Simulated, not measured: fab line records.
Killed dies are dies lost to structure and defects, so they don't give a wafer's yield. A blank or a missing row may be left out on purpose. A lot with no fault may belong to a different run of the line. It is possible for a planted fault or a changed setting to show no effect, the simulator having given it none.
One fault seen from 2 desks | flow n5Finfet | numbers are kept per desk, each desk with only its own; the story behind them comes last

## TOOL OWNER'S DESK, rieDiel-01
The tool's own readings at N5_BEOL_M11_ETCH_65 (etches SiARC in CF4, target depth 39 nm, time 65 s): means of the sampled wafers that have a number, for each lot that ran on this tool. A lot is out of limits, marked OUT, if its mean lies more than 4 standard deviations from the usual mean; the brackets give that distance.
Columns: A = drypumpMotorCurrentA at N5_BEOL_M11_ETCH_65, usual 5.7 A; B = etchRfOnTimeS at N5_BEOL_M11_ETCH_65, usual 65.1 s; C = oesProductAu at N5_BEOL_M11_ETCH_65, usual 0.65 a.u.; D = rfVppV at N5_BEOL_M11_ETCH_65, usual 183.9 V; E = showerheadPlenumPTorr at N5_BEOL_M11_ETCH_65, usual 2.14 Torr; F = throttleValvePct at N5_BEOL_M11_ETCH_65, usual 15.76 %
lot  | first seen here | A   | B    | C    | D     | E    | F
L215 | day 10 03:52    | 5.5 | 63.3 | 0.77 | 184.0 | 2.14 | 15.59
L222 | day 11 22:34    | 5.7 | 64.0 | 0.72 | 184.1 | 2.13 | 15.52
L224 | day 12 13:41    | 5.7 | 59.4 | 0.75 | 184.5 | 2.13 | 15.53
L225 | day 12 20:40    | 6.0 | 60.7 | 0.63 | 183.4 | 2.07 | 15.72
This desk found nothing out of limits on any of the 4 lots.

## THE DEFECT DESK
Lot by lot, what the route's inspections counted, given as the mean of those sampled wafers with a number. A lot is out of limits, marked OUT, if its mean lies more than 4 standard deviations from the usual mean; the brackets give that distance.
Columns: A = rawDefectCount at N5_BEOL_M11_INSPECT_13, usual 424; B = rawDefectCount at N5_BEOL_M11_INSPECT_30, usual 424
lot  | first seen here | A   | B
L216 | day 10 02:34    | 471 | 486
L215 | day 10 02:44    | 591 | 577
L219 | day 11 05:43    | 376 | 370
L220 | day 11 13:59    | 326 | 324
L222 | day 11 20:53    | 374 | 399
L224 | day 12 12:28    | 419 | 407
L225 | day 12 19:23    | 323 | 371
L227 | day 12 21:30    | 504 | 521
L233 | day 14 19:01    | 384 | 402
L235 | day 15 02:33    | 546 | 511
L237 | day 15 16:29    | 375 | 382
This desk found nothing out of limits on any of the 11 lots.

## BROUGHT TOGETHER
Nothing out of limits was seen by the tool owner's desk.
Nothing out of limits was seen by the defect desk.

## WHAT HAD BEEN PUT IN BY THE SIMULATOR
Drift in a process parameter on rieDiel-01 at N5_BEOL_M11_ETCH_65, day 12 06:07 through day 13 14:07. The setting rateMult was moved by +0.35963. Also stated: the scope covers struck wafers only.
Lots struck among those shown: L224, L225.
